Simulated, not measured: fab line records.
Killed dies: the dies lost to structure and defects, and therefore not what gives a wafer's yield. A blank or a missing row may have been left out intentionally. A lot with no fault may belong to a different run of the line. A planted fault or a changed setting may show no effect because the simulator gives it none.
Split-lot trial | flow n5_finfet | 7 lots, 21 wafers read, on a route of 1938 steps

## SPLIT DETAILS
At N5_SD_EPI_P_COAT_34 (time 60 s, resist thk 350 nm), the setting spin_rpm was moved away from the recipe's 1500 rpm on 9 of the 21 wafers read, by -9.8% to +9.9%. All remaining wafers had this setting at the recipe value.

The reading is taken at the split's own step.

## THE READING
SOC_of_SD_EPI_P_COAT_34.thk_nm (the simulator's own value, which no gauge read), in nm, at N5_SD_EPI_P_COAT_34 (time 60 s, resist thk 350 nm). No usual value for it is given in the file. Average 351.1 nm, standard deviation 0.81 nm, over the 12 wafers here run with the recipe.

wafer  | tool, chamber at the split | spin_rpm as run, rpm | against the recipe | SOC_of_SD_EPI_P_COAT_34.thk_nm, nm | against lot-mates on the recipe
L078.1 | litho_track-03, 0          | 1500                 | recipe             | 350                                | -
L078.3 | litho_track-03, 0          | 1353                 | -9.8%              | 369.4                              | +19.4
L078.4 | litho_track-03, 0          | 1353                 | -9.8%              | 369.4                              | +19.4
L081.3 | litho_track-04, 0          | 1500                 | recipe             | 351.6                              | -
L081.4 | litho_track-04, 0          | 1500                 | recipe             | 351.4                              | -
L081.6 | litho_track-04, 0          | 1500                 | recipe             | 351.4                              | -
L083.2 | litho_track-01, 0          | 1500                 | recipe             | 350.2                              | -
L083.3 | litho_track-01, 0          | 1500                 | recipe             | 350.6                              | -
L083.4 | litho_track-01, 0          | 1500                 | recipe             | 350.8                              | -
L084.1 | litho_track-03, 0          | 1627                 | +8.5%              | 336.6                              | -13.4
L084.4 | litho_track-03, 0          | 1627                 | +8.5%              | 336.2                              | -13.8
L084.5 | litho_track-03, 0          | 1500                 | recipe             | 350                                | -
L085.2 | litho_track-03, 0          | 1552                 | +3.5%              | 346                                | -5.6
L085.4 | litho_track-03, 0          | 1500                 | recipe             | 352.2                              | -
L085.5 | litho_track-03, 0          | 1500                 | recipe             | 351                                | -
L095.1 | litho_track-04, 0          | 1648                 | +9.9%              | 335                                | -16.8
L095.4 | litho_track-04, 0          | 1648                 | +9.9%              | 335.2                              | -16.6
L095.6 | litho_track-04, 0          | 1500                 | recipe             | 351.8                              | -
L097.1 | litho_track-04, 0          | 1383                 | -7.8%              | 366.2                              | +13.6
L097.2 | litho_track-04, 0          | 1383                 | -7.8%              | 365.8                              | +13.2
L097.4 | litho_track-04, 0          | 1500                 | recipe             | 352.6                              | -

THE FIT
A straight line over all 21 wafers: SOC_of_SD_EPI_P_COAT_34.thk_nm changes by -1.77 nm for each +1% of spin_rpm; r = -1.00; the points scatter about the line by 0.86 nm.
The same after taking each lot's own level away (the mean of its wafers on the recipe; 21 wafers): -1.76 nm for each +1%; r = -1.00; scatter 0.79 nm.
The reading moves by 17 nm for the largest change in spin_rpm, on that fit.
Across the lots, their own levels run from 350.00 to 352.60 nm, a range of 3.2 times the standard deviation given above.
The two slopes are in agreement: the lot-to-lot level therefore moves the slope only a little.
Check: -17.1 nm against its lot-mates is what the line predicts for one of the wafers moved furthest among these (+9.9%) when that wafer is left out of the fit. It came out at -16.8 nm against them.

## THE OTHER SPLITS THESE WAFERS WENT THROUGH
Before the reading, these wafers also passed through other splits. Each is held against what the fit with the lots' levels taken away leaves over:
other split on the same wafers       | wafers away from the commonest value | r with SOC_of_SD_EPI_P_COAT_34.thk_nm (lot level and that fit taken away)
N5_FIN_CUT_COAT_19 spin_rpm          | 5                                    | +0.03
N5_SD_EPI_N_COAT_33 spin_rpm         | 8                                    | -0.06
N5_SD_EPI_N_COAT_03 spin_rpm         | 6                                    | +0.48
N5_SD_EPI_N_EPI_21 epi_growth_time_s | 10                                   | +0.32

## THE FILE'S OWN FIT
SOC_of_SD_EPI_P_COAT_34.thk_nm changes by -1.76 nm for each +1% of spin_rpm, r = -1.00.
